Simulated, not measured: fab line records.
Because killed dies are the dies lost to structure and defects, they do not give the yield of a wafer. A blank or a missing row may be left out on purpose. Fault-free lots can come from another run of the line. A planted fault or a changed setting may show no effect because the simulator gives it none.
Split-lot study | flow n5_finfet | on a route of 1938 steps: 7 lots, 39 wafers read

== THE SPLIT ==
At N5_WELL_APT_EXPOSE_22 (exposes mask PWELL, defocus 0 nm, target cd 200 nm), the setting dose_mj was moved away from the recipe's 23.2 on 18 of the 39 wafers read, by -7.3% to +4.1%. For the rest of the wafers, this setting stayed at what the recipe calls for.

== FROM THE SPLIT TO THE READING: what the file shows between them, 3 steps ==
- N5_WELL_APT_PEB_23: peb time 90 s
- N5_WELL_APT_DEVELOP_24: develop time 45 s
- N5_WELL_APT_HARDBAKE_29: time 120 s

== THE READING ==
cd_nm at N5_WELL_APT_CD_MEAS_25, given in nm (cd target 200 nm). Fault-free wafers of this fab line usually give 199.0 nm, standard deviation 1.8 nm.

wafer  | tool, chamber at the split | dose_mj as run | against the recipe | cd_nm, nm | against lot-mates on the recipe
L075.1 | krf_scanner-02, 0          | 23.2           | recipe             | 198.3     | -
L075.2 | krf_scanner-02, 0          | 23.2           | recipe             | 198.0     | -
L075.3 | krf_scanner-02, 0          | 23.2           | recipe             | 199.3     | -
L075.4 | krf_scanner-02, 0          | 21.52          | -7.2%              | 184.9     | -13.6
L075.5 | krf_scanner-02, 0          | 21.52          | -7.2%              | 184.5     | -14.0
L075.6 | krf_scanner-02, 0          | 21.52          | -7.2%              | 185.3     | -13.2
L077.1 | krf_scanner-01, 0          | 23.2           | recipe             | 200.8     | -
L077.2 | krf_scanner-01, 0          | 23.2           | recipe             | 198.8     | -
L077.3 | krf_scanner-01, 0          | 21.5           | -7.3%              | 187.3     | -12.7
L077.4 | krf_scanner-01, 0          | 21.5           | -7.3%              | 185.2     | -14.8
L077.5 | krf_scanner-01, 0          | 21.5           | -7.3%              | 188.7     | -11.3
L077.6 | krf_scanner-01, 0          | 23.2           | recipe             | 200.3     | -
L080.1 | krf_scanner-01, 0          | 23.2           | recipe             | 199.3     | -
L080.2 | krf_scanner-01, 0          | 23.2           | recipe             | 197.4     | -
L080.3 | krf_scanner-01, 0          | 23.2           | recipe             | 200.0     | -
L080.4 | krf_scanner-01, 0          | 22.65          | -2.4%              | 194.0     | -4.9
L080.5 | krf_scanner-01, 0          | 22.65          | -2.4%              | 194.3     | -4.6
L080.6 | krf_scanner-01, 0          | 22.65          | -2.4%              | 194.4     | -4.5
L082.1 | krf_scanner-01, 0          | 23.2           | recipe             | 196.8     | -
L082.2 | krf_scanner-01, 0          | 24.14          | +4.1%              | 206.1     | +6.9
L082.3 | krf_scanner-01, 0          | 24.14          | +4.1%              | 207.7     | +8.5
L082.4 | krf_scanner-01, 0          | 24.14          | +4.1%              | 205.5     | +6.3
L082.5 | krf_scanner-01, 0          | 23.2           | recipe             | 200.0     | -
L082.6 | krf_scanner-01, 0          | 23.2           | recipe             | 200.7     | -
L083.1 | krf_scanner-01, 0          | 21.68          | -6.6%              | 185.0     | -12.9
L083.2 | krf_scanner-01, 0          | 21.68          | -6.6%              | 189.6     | -8.3
L083.3 | krf_scanner-01, 0          | 21.68          | -6.6%              | 188.6     | -9.3
L083.4 | krf_scanner-01, 0          | 23.2           | recipe             | 195.7     | -
L083.5 | krf_scanner-01, 0          | 23.2           | recipe             | 198.7     | -
L083.6 | krf_scanner-01, 0          | 23.2           | recipe             | 199.4     | -
L087.1 | krf_scanner-01, 0          | 21.87          | -5.7%              | 189.2     | -10.3
L087.2 | krf_scanner-01, 0          | 21.87          | -5.7%              | 188.6     | -10.9
L087.3 | krf_scanner-01, 0          | 23.2           | recipe             | 199.6     | -
L087.4 | krf_scanner-01, 0          | 23.2           | recipe             | 199.3     | -
L087.5 | krf_scanner-01, 0          | 21.87          | -5.7%              | 190.4     | -9.1
L087.6 | krf_scanner-01, 0          | 23.2           | recipe             | 199.7     | -
L097.1 | krf_scanner-02, 0          | 23.2           | recipe             | 199.1     | -
L097.4 | krf_scanner-02, 0          | 23.2           | recipe             | 198.6     | -
L097.5 | krf_scanner-02, 0          | 23.2           | recipe             | 197.2     | -

THE FIT
A straight line over all 39 wafers: cd_nm changes by +1.76 nm for each +1% of dose_mj; r = +0.98; the points scatter about the line by 1.4 nm.
The same after taking each lot's own level away (the mean of its wafers on the recipe; 39 wafers): +1.76 nm for each +1%; r = +0.98; scatter 1.2 nm.
The reading moves by 13 nm for the largest change in dose_mj, on that fit.
From 197.93 to 199.97 nm: that is the span of the lots' own levels, equal to 1.1 times the standard deviation above.
The two slopes are in agreement: the lot-to-lot level therefore moves the slope only a little.
Check: with one of the wafers moved furthest among these (-7.3%) left out of the fit, the line predicts -12.9 nm for it against its lot-mates. Against them it came out at -12.7 nm.

== THE WHOLE CHAIN: every reading that the file lists as answering this split, in the file's order ==
step                   | what it does             | reading                                                         | change (the file's fit)              | r (the file's)
N5_WELL_APT_CD_MEAS_25 | target cd 200 nm         | cd_nm                                                           | +1.76 nm for each +1% of the setting | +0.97
N5_WELL_APT_DESCUM_30  | chemistry O2, time 7.9 s | WELL_APT.cd_nm (the simulator's own value, which no gauge read) | +1.77 nm for each +1% of the setting | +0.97

== FILE'S OWN FIT ==
cd_nm changes by +1.76 nm for each +1% of dose_mj, r = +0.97.
